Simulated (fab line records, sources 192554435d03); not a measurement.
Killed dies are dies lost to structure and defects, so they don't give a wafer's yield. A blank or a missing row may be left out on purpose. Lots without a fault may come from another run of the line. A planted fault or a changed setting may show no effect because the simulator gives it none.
Chamber matching | flow n5_finfet | N5_STI_FIN_REVEAL_CMP_04 on cmp-04: 4 sister chambers
The step polishes, stops on Si3N4, t overpolish 4 s, target thk 131.83 nm. 16 wafers are shown with their chamber, then 8 later ones without.

WAFERS WITH THEIR CHAMBER
wafer  | chamber | motor_current_A (A) | time_to_endpoint_s (s) | overpolish_run_s (s)
L075.2 | 3       | 9.2                 | 90                     | 3.993
L075.3 | 2       | 7.8                 | 107                    | 3.988
L075.4 | 0       | 7.8                 | 93                     | 3.998
L080.2 | 1       | 7.8                 | 99                     | 4.000
L080.4 | 2       | 8.3                 | 106                    | 3.985
L080.5 | 3       | 9.2                 | 96                     | 4.002
L081.3 | 3       | 8.9                 | 86                     | 4.010
L081.5 | 0       | 7.7                 | 91                     | 3.992
L081.6 | 3       | 9.2                 | 92                     | 3.996
L082.3 | 0       | 7.3                 | 95                     | 3.994
L082.4 | 3       | 8.9                 | 89                     | 4.005
L082.6 | 1       | 7.8                 | 106                    | 4.001
L086.2 | 0       | 7.3                 | 97                     | 3.997
L086.3 | 2       | 8.0                 | 104                    | 4.009
L086.4 | 3       | 8.8                 | 92                     | 4.014
L094.2 | 0       | 8.0                 | 95                     | 3.992

SIGNATURES (means of the wafers above)
reading            | chamber 0 | chamber 1 | chamber 2 | chamber 3 | scatter within a chamber
motor_current_A    | 7.620     | 7.800     | 8.033     | 9.033     | 0.239
time_to_endpoint_s | 94.20     | 102.50    | 105.67    | 90.83     | 2.98
overpolish_run_s   | 3.99460   | 4.00050   | 3.99400   | 4.00333   | 0.00762
Rule: a wafer's distance from a chamber is the root of the sum, over the readings, of the square of ((its reading less the chamber's mean) divided by the reading's scatter). The wafer belongs to the nearest chamber; if the next one is less than 2 further off, it can't be placed. The scatter: the root of (the sum of the squares of (reading less its chamber's mean) over the shown wafers, divided by (wafers less chambers)).

WAFERS WITHOUT THEIR CHAMBER
wafer  | motor_current_A (A) | time_to_endpoint_s (s) | overpolish_run_s (s)
L094.3 | 8.9                 | 84                     | 4.001
L094.4 | 8.4                 | 101                    | 4.005
L096.1 | 7.1                 | 92                     | 3.991
L096.2 | 9.4                 | 86                     | 4.006
L096.5 | 7.5                 | 98                     | 3.993
L097.4 | 8.0                 | 101                    | 4.005
L097.5 | 9.8                 | 91                     | 3.990
L097.6 | 7.8                 | 94                     | 4.002

WHICH CHAMBER EACH WENT THROUGH
wafer  | from the rows above               | in truth
L094.3 | 3                                 | 3
L094.4 | can't be placed: 2 or 1 or 0 or 3 | 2
L096.1 | 0                                 | 0
L096.2 | 3                                 | 3
L096.5 | can't be placed: 0 or 1           | 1
L097.4 | can't be placed: 1 or 2 or 0      | 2
L097.5 | 3                                 | 3
L097.6 | can't be placed: 0 or 1           | 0
Placed correctly: 4 of 8. Can't be placed from these rows: 4 (the true chamber is among the candidates in 4). Placed wrongly: 0.
